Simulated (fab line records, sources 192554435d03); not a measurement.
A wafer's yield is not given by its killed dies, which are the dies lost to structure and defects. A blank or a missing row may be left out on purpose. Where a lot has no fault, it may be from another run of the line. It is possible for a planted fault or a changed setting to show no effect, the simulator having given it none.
Matching of chambers    flow n5_finfet    N5_FIN_CUT_ETCH_21 on rie_diel-02 has 4 sister chambers
The step etches SOC in N2/H2, target depth 219 nm, overetch 43.8 nm, time 523.5 s. 4 wafers are shown with their chamber, then 10 later ones without.

WAFERS WITH THEIR CHAMBER
wafer   chamber  drypump_motor_current_A (A)
L086.4  0        5.4
L088.6  1        6.4
L091.1  3        5.5
L091.4  2        5.5

WAFERS MISSING THEIR CHAMBER
wafer   drypump_motor_current_A (A)
L091.6  5.5
L095.2  5.5
L095.3  5.5
L095.6  5.4
L096.1  6.4
L096.2  5.5
L096.5  5.5
L097.1  5.5
L097.4  6.3
L097.6  6.3

CHAMBER TAKEN BY EACH
wafer   from the rows above      in truth
L091.6  can't be placed: 2 or 3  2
L095.2  can't be placed: 2 or 3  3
L095.3  can't be placed: 2 or 3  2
L095.6  0                        0
L096.1  1                        1
L096.2  can't be placed: 2 or 3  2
L096.5  can't be placed: 2 or 3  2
L097.1  can't be placed: 2 or 3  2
L097.4  1                        1
L097.6  1                        1
Placed correctly: 4 of 10. These rows do not allow placing 6 (true chamber among the candidates in 6). Number placed wrongly: 0.
How it was worked out, from the rows above alone: a wafer's distance from a chamber is the root of the sum, over the readings, of the square of ((its reading less the chamber's mean) divided by the reading's scatter). If the next closest chamber is less than 2 further off than the closest, the wafer can't be placed; otherwise it belongs to the closest. The mean given for a chamber averages the wafers shown for that chamber. The scatter (one wafer shown for each chamber): square how far every hidden wafer sits from the nearest shown wafer, average those squares and take the square root.
